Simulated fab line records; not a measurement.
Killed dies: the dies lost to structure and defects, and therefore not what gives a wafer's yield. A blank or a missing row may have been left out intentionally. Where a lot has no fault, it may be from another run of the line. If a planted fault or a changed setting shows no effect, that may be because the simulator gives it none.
fab line records | flow n5-finfet
record lots=11 wafers=33 last-day=16
route steps=1938 shown BEOL_M8@1385 BEOL_M9@1404 PASSIVATION@1936
lots that met no fault: from a run of the same line without faults
start-h: hours from the record's first day to the start of the lot's first wafer shown | wait-h: hours since the lot's step before | " repeats the value in the row above | L1.1+2: several wafers, shown together as one row | - no value present, or no start provided | * or withheld: withheld | < > ~ a bound
route shown NAME@n: names a module that has steps shown in the file, with the first one's number in the route | usual: mean/standard deviation of fault-free wafers | same: alike in all rows | chamber/n: place in a boat | sites: each site's reading | _std_site: standard deviation of those values | _edge_site: mean of outer sites minus mean of inner sites | radius-mm: for every site, how far away it sits from the centre of the wafer | mask NAME#n: copy n | behind: the most recent tool/chamber to have shaped the wafer | hold: reason for holding the lot/hours on hold/outcome of the hold | device: the transistor (n, p or np) that didn't switch | end of line: the same wafers' tests at the end of the route | a step without rows: its recipe alone | killed: dies lost to structure and defects at the first sort, not the wafer's yield | map: shows each die of a wafer: x if killed, . if not, _ if none is there
set.NAME: the run value of the setting; set.NAME@STEP: its run value at that earlier step | model.NAME: the simulator's own value behind a step, which no gauge read
steps of the route over a sample of lots; a table a step, a row a wafer
services: when a tool's chamber went out of use (start-h, in hours from the record's first day, below 0 if earlier), for how many hours, and the reason
## steps
# step N5_BEOL_M8_CD_MEAS_35
# recipe target-cd-nm=40 polarity=opening
# usual cd-nm=39.9/0.59
# columns lot.wafer tool chamber start-h wait-h cd-nm
L889.2 cd-sem-03 - 204.02 0.0 38.6
L889.3 " - " " 39.6
L889.6 " - " " 40.4
L891.2 cd-sem-03 - 211.51 0.0 39.6
L891.5 " - " " 38.7
L891.6 " - " " 40.4
L892.2 cd-sem-02 - 219.21 0.0 40.1
L892.3 " - " " 39.6
L892.6 " - " " 39.0
L893.2 cd-sem-01 - 222.80 0.0 39.8
L893.3 " - " " 40.4
L893.6 " - " " 40.9
L894.1 cd-sem-02 - 233.46 0.0 40.4
L894.2 " - " " 39.9
L894.5 " - " " 39.9
L895.1 cd-sem-02 - 243.47 0.0 40.5
L895.4 " - " " 40.6
L895.5 " - " " 40.2
L899.3 cd-sem-02 - 261.00 0.0 39.0
L899.4 " - " " 39.9
L899.6 " - " " 38.9
L898.1 cd-sem-02 - 261.51 0.0 39.7
L898.3 " - " " 39.5
L898.5 " - " " 39.0
L902.3 cd-sem-01 - 281.82 0.0 39.1
L902.4 " - " " 40.0
L902.5 " - " " 39.5
L901.1 cd-sem-01 - 297.00 0.0 40.0
L901.3 " - " " 40.3
L901.4 " - " " 39.7
L905.1 cd-sem-02 - 314.26 0.0 38.6
L905.3 " - " " 39.4
L905.5 " - " " 39.7
# step N5_BEOL_M8_CURE_75
# recipe temp-c=370 time-s=120 ambient=DMADMS/He material=SiCOH_lowk
# usual lamp-power-pct=52.31/0.053 wafer_temp_C_max=371.9/0.82
# columns lot.wafer tool chamber start-h wait-h lamp-power-pct wafer_temp_C_max
L889.2 uv-cure-01 2 204.11 0.1 52.26 371.3
L889.3 " 2 " " 52.24 371.2
L889.6 " 2 " " 52.22 371.6
L891.2 uv-cure-03 2 211.60 0.1 52.31 372.5
L891.5 " 2 " " 52.27 372.6
L891.6 " 2 " " 52.23 373.1
L892.2 uv-cure-03 2 219.30 0.1 52.38 373.2
L892.3 " 2 " " 52.30 372.5
L892.6 " 2 " " 52.33 372.4
L893.2 uv-cure-01 1 222.94 0.1 52.19 373.4
L893.3 " 1 " " 52.24 372.5
L893.6 " 1 " " 52.31 372.5
L894.1 uv-cure-01 1 233.50 0.0 52.28 372.6
L894.2 " 1 " " 52.32 372.7
L894.5 " 1 " " 52.31 372.3
L895.1 uv-cure-02 1 243.51 0.0 52.28 371.2
L895.4 " 1 " " 52.23 371.8
L895.5 " 1 " " 52.32 371.7
L899.3 uv-cure-01 0 261.14 0.1 52.38 372.0
L899.4 " 0 " " 52.41 371.5
L899.6 " 0 " " 52.34 372.0
L898.1 uv-cure-03 1 261.55 0.0 52.34 371.1
L898.3 " 1 " " 52.33 370.8
L898.5 " 1 " " 52.35 371.4
L902.3 uv-cure-03 1 282.07 0.3 52.28 370.7
L902.4 " 1 " " 52.28 370.8
L902.5 " 1 " " 52.46 371.1
L901.1 uv-cure-01 1 297.05 0.0 52.33 373.8
L901.3 " 1 " " 52.31 372.7
L901.4 " 1 " " 52.25 372.1
L905.1 uv-cure-02 1 314.31 0.0 52.30 371.2
L905.3 " 1 " " 52.28 371.4
L905.5 " 1 " " 52.31 371.5
# step N5_BEOL_M8_ANNEAL_51
# recipe temp-c=225 time-s=90 ambient=N2
# usual anneal-temp-c-max=226.0/0.47 wafer_temp_C_max=226.4/0.73
# columns lot.wafer tool chamber start-h wait-h anneal-temp-c-max wafer_temp_C_max
L889.2 rtp-anneal-02 0 205.33 0.1 226.4 227.9
L889.3 " 0 " " 226.4 227.0
L889.6 " 0 " " 226.4 227.3
L891.2 rtp-anneal-02 0 213.00 0.2 226.3 226.8
L891.5 " 0 " " 226.1 227.1
L891.6 " 0 " " 226.6 226.8
L892.2 rtp-anneal-01 0 222.98 0.1 225.6 225.7
L892.3 " 0 " " 225.8 225.8
L892.6 " 0 " " 225.6 226.1
L893.2 rtp-anneal-01 0 224.95 0.3 225.5 225.6
L893.3 " 0 " " 225.5 225.6
L893.6 " 0 " " 225.6 225.6
L894.1 rtp-anneal-02 0 234.90 0.1 226.4 226.7
L894.2 " 0 " " 226.3 226.5
L894.5 " 0 " " 226.6 226.9
L895.1 rtp-anneal-02 0 244.99 0.2 226.2 226.3
L895.4 " 0 " " 227.0 226.3
L895.5 " 0 " " 226.4 226.9
L898.1 rtp-anneal-01 0 264.17 1.4 225.7 225.7
L898.3 " 0 " " 225.4 225.3
L898.5 " 0 " " 225.4 225.8
L899.3 rtp-anneal-02 0 264.29 1.7 226.4 227.5
L899.4 " 0 " " 226.4 226.9
L899.6 " 0 " " 226.6 227.2
L902.3 rtp-anneal-01 0 291.30 0.4 225.9 226.1
L902.4 " 0 " " 225.8 226.2
L902.5 " 0 " " 225.7 225.6
L901.1 rtp-anneal-02 0 298.27 0.1 226.7 226.8
L901.3 " 0 " " 226.3 227.0
L901.4 " 0 " " 226.5 227.1
L905.1 rtp-anneal-02 0 316.76 0.3 226.4 226.9
L905.3 " 0 " " 226.7 227.0
L905.5 " 0 " " 226.1 227.1
# step N5_BEOL_M9_PECVD_70
# recipe material=SiO2 target-thk-a=200 temp-c=400 precursor=TEOS/O2 pressure-torr=5.5 rf-w=450 teos-flow-sccm=53.8 gas=O2 flow-sccm=3000 time-s=22.7
# usual heater-power-w=728/120 showerhead-plenum-p-Torr=8.78/0.048 susceptor-temp-C=400.02/0.21 throttle-valve-pct=22.5/1.1
# columns lot.wafer tool chamber start-h wait-h heater-power-w showerhead-plenum-p-Torr susceptor-temp-C throttle-valve-pct
L889.2 pecvd-04 1 206.92 0.0 674 8.71 400.08 22.8
L889.3 " 0 " " 751 8.78 399.73 23.6
L889.6 " 0 " " 733 8.78 399.92 23.4
L891.2 pecvd-02 2 214.56 0.0 804 8.79 399.79 21.1
L891.5 " 2 " " 815 8.78 399.85 21.5
L891.6 " 1 " " 966 8.85 399.83 23.4
L892.2 pecvd-01 1 224.35 0.0 661 8.83 399.66 21.4
L892.3 " 2 " " 807 8.74 400.13 22.5
L892.6 " 0 " " 706 8.77 400.28 22.5
L893.2 pecvd-01 1 226.79 0.0 634 8.80 399.99 21.4
L893.3 " 2 " " 736 8.74 399.90 22.4
L893.6 " 2 " " 747 8.74 400.08 22.3
L894.1 pecvd-01 0 236.37 0.0 741 8.78 400.32 22.4
L894.2 " 2 " " 679 8.72 399.67 22.6
L894.5 " 1 " " 631 8.85 400.03 21.5
L895.1 pecvd-04 2 246.48 0.0 536 8.83 400.30 20.5
L895.4 " 2 " " 531 8.84 400.31 20.2
L895.5 " 1 " " 645 8.66 399.65 22.3
L898.1 pecvd-02 0 265.59 0.0 682 8.77 399.99 24.0
L898.3 " 1 " " 864 8.84 400.23 23.2
L898.5 " 1 " " 889 8.84 400.23 23.0
L899.3 pecvd-04 2 266.29 0.0 546 8.83 400.10 20.4
L899.4 " 0 " " 811 8.82 400.11 23.6
L899.6 " 2 " " 538 8.82 400.54 20.4
L902.3 pecvd-01 2 293.16 0.0 678 8.74 400.03 22.7
L902.4 " 2 " " 694 8.75 399.81 22.5
L902.5 " 0 " " 667 8.77 399.97 22.5
L901.1 pecvd-02 1 300.19 0.0 894 8.85 399.81 23.2
L901.3 " 2 " " 915 8.78 399.69 21.6
L901.4 " 0 " " 667 8.75 400.06 24.2
L905.1 pecvd-04 0 318.65 0.0 789 8.79 399.85 24.1
L905.3 " 2 " " 555 8.81 394.21 20.5
L905.5 " 2 " " 565 8.83 393.97 20.5
# step N5_PASSIVATION_PROBE_49
# usual defect-limited-yield=91.3/1.7 killed_at_M0_to_M3=33/11 killed_at_M4_up=14/5.5 killed-at-contacts=13/6.5 killed-at-front-end=39/13 killed-at-other=3.4/2.9 killed-dies=103/20 killed-open=69/15 killed-short=32/8.1 sort_bin_5_function=5.1/1.1 sort_bin_6_memory=3.3/0.74 sort_bin_8_speed=0.00/0.014 sort-n-pass=1077/20 sort-yield-pct=91.3/1.7
# same gross-dies=1180 killed-at-back-side=0 sort_bin_4_leakage[%]=0
# columns lot.wafer tool chamber start-h wait-h defect-limited-yield[%] killed_at_M0_to_M3 killed_at_M4_up killed-at-contacts killed-at-front-end killed-at-other killed-dies killed-open killed-short sort_bin_5_function[%] sort_bin_6_memory[%] sort_bin_8_speed[%] sort-n-pass sort-yield-pct[%]
L894.1 prober-02 - 313.48 0.0 88.1 46 28 8 55 3 140 91 44 6.8 4.3 0 1040 88.1
L894.2 prober-02 - 313.53 0.1 86.9 45 14 21 73 2 155 112 39 8.5 4.1 0 1025 86.9
L894.5 prober-02 - 313.68 0.2 90.0 52 16 18 30 2 118 84 33 5.1 4.5 0 1062 90.0
L905.1 prober-01 - 391.80 0.0 92.0 27 17 9 36 5 94 63 28 4.9 2.9 0 1086 92.0
L905.3 prober-01 - 391.90 0.1 90.0 35 10 14 57 2 118 64 51 5.6 3.8 0 1062 90.0
L905.5 prober-01 - 392.00 0.2 89.5 44 17 22 37 4 124 84 38 5.9 4.2 0 1056 89.5
# killed by level:class
L894.1 STI_FIN_REVEAL:geometric-particle:open=18 BEOL_M0_SAQP:geometric-particle:short=12 BEOL_M0_SAQP:geometric-particle:open=11 FIN_SAQP:geometric-particle:open=10 BEOL_M3:geometric-particle:open=9 FIN_SAQP:geometric-particle:short=6 BEOL_M2:geometric-particle:open=6 BEOL_M5:geometric-particle:open=6
L894.2 STI_FIN_REVEAL:geometric-particle:open=35 FIN_SAQP:geometric-particle:open=16 MOL_CONTACT_COAG:geometric-particle:open=16 BEOL_M0_SAQP:geometric-particle:short=14 BEOL_M0_SAQP:geometric-particle:open=8 BEOL_M2:geometric-particle:open=8 BEOL_M3:geometric-particle:open=7 BEOL_M5:geometric-particle:open=7
L894.5 BEOL_M0_SAQP:geometric-particle:open=17 STI_FIN_REVEAL:geometric-particle:open=11 BEOL_M1:geometric-particle:open=11 MOL_CONTACT_COAG:geometric-particle:open=10 MOL_CONTACT_COAG:geometric-particle:short=8 BEOL_M3:geometric-particle:open=8 BEOL_M4:geometric-particle:open=8 BEOL_M0_SAQP:geometric-particle:short=6
L905.1 BEOL_M2:geometric-particle:open=14 FIN_SAQP:geometric-particle:short=8 MOL_CONTACT_COAG:geometric-particle:open=8 FIN_SAQP:geometric-particle:open=6 STI_FIN_REVEAL:geometric-particle:open=5 BEOL_M4:geometric-particle:open=5 GATE_CUT:geometric-particle:short=4 BEOL_M3:geometric-particle:open=4
L905.3 FIN_SAQP:geometric-particle:short=18 FIN_SAQP:geometric-particle:open=14 MOL_CONTACT_COAG:geometric-particle:open=10 BEOL_M2:geometric-particle:open=8 BEOL_M0_SAQP:geometric-particle:short=7 BEOL_M2:geometric-particle:short=6 BEOL_M3:geometric-particle:open=6 STARTING-WAFER:geometric-particle:short=5
L905.5 MOL_CONTACT_COAG:geometric-particle:open=18 BEOL_M2:geometric-particle:open=14 FIN_SAQP:geometric-particle:short=10 BEOL_M0_SAQP:geometric-particle:short=9 BEOL_M3:geometric-particle:open=9 BEOL_M4:geometric-particle:open=7 FIN_SAQP:geometric-particle:open=6 BEOL_M0_SAQP:geometric-particle:open=6
## services
# columns tool chamber start-h hours kind
pecvd-04 - 187.21 3.8 repair
uv-cure-01 - 192.60 2.1 pm
uv-cure-01 - 198.28 1.0 pm
pecvd-04 2 202.38 - clean
pecvd-04 2 202.38 - consumable-replace:showerhead
pecvd-04 2 202.38 29.0 scheduled-down
pecvd-04 2 202.38 29.0 vent-cycle
pecvd-02 0 214.50 5.5 scheduled-down
pecvd-02 - 216.91 14.6 pm
pecvd-02 2 233.53 18.2 repair
pecvd-04 2 233.59 5.8 repair
uv-cure-03 - 242.34 6.1 repair
uv-cure-01 - 242.69 1.8 repair
pecvd-01 1 243.29 17.6 repair
pecvd-01 - 245.94 0.7 repair
uv-cure-01 - 263.17 7.1 pm
pecvd-04 - 265.39 0.2 repair
pecvd-01 - 268.67 0.6 repair
pecvd-04 - 284.97 2.8 pm
pecvd-02 0 302.60 6.9 repair
pecvd-01 1 312.13 - calibration
## key
first-sign step=N5_BEOL_M9_PECVD_70 reading=susceptor-temp-C direction=down sigmas=28 usual=* struck=*
effect none on later readings
met-at N5_BEOL_M9_PECVD_70
struck-lots L905
struck-wafers L905.3,L905.5
not-acting-at N5_BEOL_M8_CD_MEAS_35,N5_BEOL_M8_CURE_75,N5_BEOL_M8_ANNEAL_51
onset-between 266.29 318.65
fault kind=process-parameter-drift tool=pecvd-04 chamber=2 onset-h=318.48 steps=N5_BEOL_M9_PECVD_70 channel=temp-c offset=* shape=step end-h=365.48 acts-in=* stated=*
